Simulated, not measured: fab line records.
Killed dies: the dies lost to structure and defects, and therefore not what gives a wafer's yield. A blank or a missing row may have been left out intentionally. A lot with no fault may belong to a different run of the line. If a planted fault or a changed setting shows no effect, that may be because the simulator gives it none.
A lot that was struck, set against a sound lot	flow nand harc	15 out of 1302 route steps
Sound: wafers L886.2, L886.3, L886.6. Wafers struck: L899.2, L899.4, L899.5. The cause is named last.
Each step with rows lists, per side, the tool, then ch with its chambers, then its first start. Under that, the readings that differ: sound wafers	struck wafers	difference of the means	sigmas: that difference in standard deviations of wafers without a fault.
alike: readings with means less than 2 such deviations apart, plus words and numbers identical on both sides. not compared: withheld readings, readings lacking a value on some wafer, bounds such as >300 that could conceal the same value, and numbers that have no deviation in the record and whose values overlap.
Wherever a step has rows on one side only, a row that says differs or no value, or a row with sigmas, the two part there. Non-overlapping numbers with no deviation appear without sigmas and do not part them. Lack of a reading on every wafer of one side parts them only where that side has two or more wafers.

first, 5 steps without rows for these wafers: NHARC_A_M0_SOFTBAKE_04 (time 55 s); NHARC_A_M0_EBR_05; NHARC_A_M0_EXPOSE_06 (exposes mask A M0, target cd 80 nm); NHARC_A_M0_PEB_07 (peb time 65 s); NHARC_A_M0_DEVELOP_08 (develop time 35 s).
NHARC_A_M0_CD_MEAS_09: the cd target is 80 nm.
  sound on cd sem-01 ch 0, day 23 00:51; struck on cd sem-03 ch 0, day 28 15:53
  alike: cd nm
NHARC_A_M0_OVL_MEAS_10: pitch 160 nm.
  sound on overlay-01 at day 23 00:56; struck on overlay-01 at day 28 15:59
reading	sound	struck	difference	sigmas
overlay x nm (nm)	0.3 0.2 0.4	-1.5 -2.6 -2.6	-2.5	-3
  alike: overlay y nm
NHARC_A_M0_INSPECT_11:
  sound on defect inspect-01 at day 23 00:58; struck on defect inspect-01 at day 28 16:01
  alike: raw defect count
NHARC_A_M0_DESCUM_14: chemistry O2, time 3 s.
  sound on rie diel-02 ch 0,2,3, day 23 01:02; struck on rie diel-09 ch 1,2, day 28 16:06
reading	sound	struck	difference	sigmas
drypump motor current A (A)	5.3 5.3 4.8	6.2 5.8 6.2	+0.9	+2
  alike: chamber pressure mTorr, oes product au, rf vpp V, showerhead plenum p Torr, throttle valve pct
  not compared: rf hours counter h
NHARC_A_M0_ETCH_34: etches the open film in N2/H2, target depth 40 nm, overetch 12 nm, time 43.94 s.
  sound on rie diel-02 ch 0,2,3, day 23 01:08; struck on rie diel-09 ch 1,2, day 28 16:11
  alike: chamber pressure mTorr, drypump motor current A, oes product au, rf vpp V, showerhead plenum p Torr, throttle valve pct
  not compared: rf hours counter h
NHARC_A_M0_ETCH_15: etches the open film in C4F8/Ar, target depth 150 nm, overetch 15 nm, time 82.5 s.
  sound on rie diel-02 ch 0,3; struck on rie diel-09 ch 0,1,2
  alike: chamber pressure mTorr, oes product au, rf vpp V
  not compared: rf hours counter h
NHARC_A_M0_CD_MEAS_16:
  sound on cd sem-02 at day 23 01:23; struck on cd sem-01 at day 28 16:25
  alike: cd nm
NHARC_A_M0_STRIP_18: strips in N2/H2.
  sound on rie diel-09 ch 2,3, day 23 01:28; struck on rie diel-02 ch 0,1,2, day 28 16:33
  no value came back on the struck wafers for any of 7 readings (bias w (W), chamber pressure mTorr (mTorr) and others); on the sound wafers bias w (W) reads 0 0 0
  not compared: rf hours counter h
then, 2 steps without rows for these wafers: NHARC_A_M0_STRIP_19 (strips in post etch residue remover, time 600 s); NHARC_END_SORT_01.

WHERE THEY PART
Earliest at NHARC_A_M0_OVL_MEAS_10; latest, in this record, at NHARC_A_M0_STRIP_18.

WHY: what had been put in by the simulator
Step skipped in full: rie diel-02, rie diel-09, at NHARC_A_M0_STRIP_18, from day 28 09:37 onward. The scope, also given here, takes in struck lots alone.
